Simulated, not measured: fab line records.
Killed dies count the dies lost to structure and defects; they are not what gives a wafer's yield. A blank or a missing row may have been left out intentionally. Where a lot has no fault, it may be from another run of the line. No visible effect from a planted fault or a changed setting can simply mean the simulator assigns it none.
Split-lot experiment | flow n5_finfet | 21 wafers read across 7 lots, on a route 1938 steps long

ON THE SPLIT
At N5_BEOL_M9_ILD_DEP_00 (deposits SiCOH lowk from DEMS/porogen, target thk 308.51 nm, time 58 s), the setting time_s was moved away from the recipe's 58 s on 7 of the 21 wafers read, by -4.3% to +9.1%. For the rest of the wafers, this setting stayed at what the recipe calls for.

BETWEEN THE SPLIT AND THE READING: the file shows 1 step in between
- N5_BEOL_M9_CURE_71: cures SiCOH lowk, time 240 s

THE READING
M9_ILD_THK, in nm, at N5_BEOL_M9_THK_MEAS_01. On this fab line, fault-free wafers typically give 268 nm with a standard deviation of 4.4 nm.

wafer  | tool, chamber at the split | time_s as run, s | against the recipe | M9_ILD_THK, nm | against lot-mates on the recipe
L079.1 | pecvd-01, 2                | 58               | recipe             | 272            | -
L079.3 | pecvd-01, 0                | 58               | recipe             | 266            | -
L079.5 | pecvd-01, 0                | 58               | recipe             | 266            | -
L080.2 | pecvd-01, 2,0              | 55.49            | -4.3%              | 259            | -16
L080.4 | pecvd-01, 2,0              | 55.49            | -4.3%              | 259            | -16
L080.5 | pecvd-01, 2                | 58               | recipe             | 275            | -
L084.2 | pecvd-01, 2                | 60.43            | +4.2%              | 280            | +14
L084.3 | pecvd-01, 0                | 58               | recipe             | 265            | -
L084.4 | pecvd-01, 0                | 58               | recipe             | 266            | -
L089.2 | pecvd-03, 2                | 58               | recipe             | 265            | -
L089.3 | pecvd-03, 0                | 58               | recipe             | 259            | -
L089.6 | pecvd-03, 0                | 58               | recipe             | 264            | -
L091.3 | pecvd-04, 0                | 63.25            | +9.1%              | 291            | +19
L091.5 | pecvd-04, 2                | 58               | recipe             | 272            | -
L091.6 | pecvd-04, 0                | 63.25            | +9.1%              | 298            | +26
L097.2 | pecvd-03, 1                | 58               | recipe             | 265            | -
L097.4 | pecvd-03, 1                | 58               | recipe             | 271            | -
L097.6 | pecvd-03, 0                | 60.65            | +4.6%              | 282            | +14
L096.1 | pecvd-03, 2                | 58               | recipe             | 263            | -
L096.4 | pecvd-03, 2                | 63.18            | +8.9%              | 290            | +24
L096.5 | pecvd-03, 0                | 58               | recipe             | 269            | -
If several chambers appear in one row, that row covers several wafers at once and the file leaves open which wafer was in which chamber.

FIT RESULTS
A straight line over all 21 wafers: M9_ILD_THK changes by +2.74 nm for each +1% of time_s; r = +0.94; the points scatter about the line by 4 nm.
The same after taking each lot's own level away (the mean of its wafers on the recipe; 21 wafers): +2.81 nm for each +1%; r = +0.97; scatter 2.9 nm.
On that fit, the largest move of time_s shifts the reading by 25 nm.
From 262.7 to 275.0 nm: that is the span of the lots' own levels, equal to 2.8 times the standard deviation above.
So the lot-to-lot level changes the slope little: the two slopes agree.
Check: +27 nm against its lot-mates is what the line predicts for one of the wafers moved furthest among these (+9.1%) when that wafer is left out of the fit. Against them it came out at +19 nm.

OTHER SPLITS ON THESE WAFERS
Other splits were also applied to these wafers ahead of the reading. Each is held against what the fit with the lots' levels taken away leaves over:
other split on the same wafers | wafers away from the commonest value | r with M9_ILD_THK (lot level and that fit taken away)
N5_BEOL_M6_EXPOSE_25 dose_mj   | 7                                    | -0.09
N5_BEOL_M6_ETCH_66 bias_w      | 9                                    | -0.06

THE WHOLE CHAIN: every reading that the file lists as answering this split, in the file's order
step                   | what it does                                                           | reading                                                                                  | change (the file's fit)              | r (the file's)
N5_BEOL_M9_ILD_DEP_00  | deposits SiCOH lowk from DEMS/porogen, target thk 308.51 nm, time 58 s | SiCOH_lowk_of_BEOL_M9_ILD_DEP_00.thk_nm (the simulator's own value, which no gauge read) | +3.18 nm for each +1% of the setting | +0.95
N5_BEOL_M9_CURE_71     | cures SiCOH lowk, time 240 s                                           | SiCOH_lowk_of_BEOL_M9_ILD_DEP_00.thk_nm (the simulator's own value, which no gauge read) | +2.81 nm for each +1% of the setting | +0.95
N5_BEOL_M9_THK_MEAS_01 |                                                                        | M9_ILD_THK                                                                               | +2.81 for each +1% of the setting    | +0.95

THE FILE'S OWN FIT
M9_ILD_THK changes by +2.81 nm for each +1% of time_s, r = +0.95.
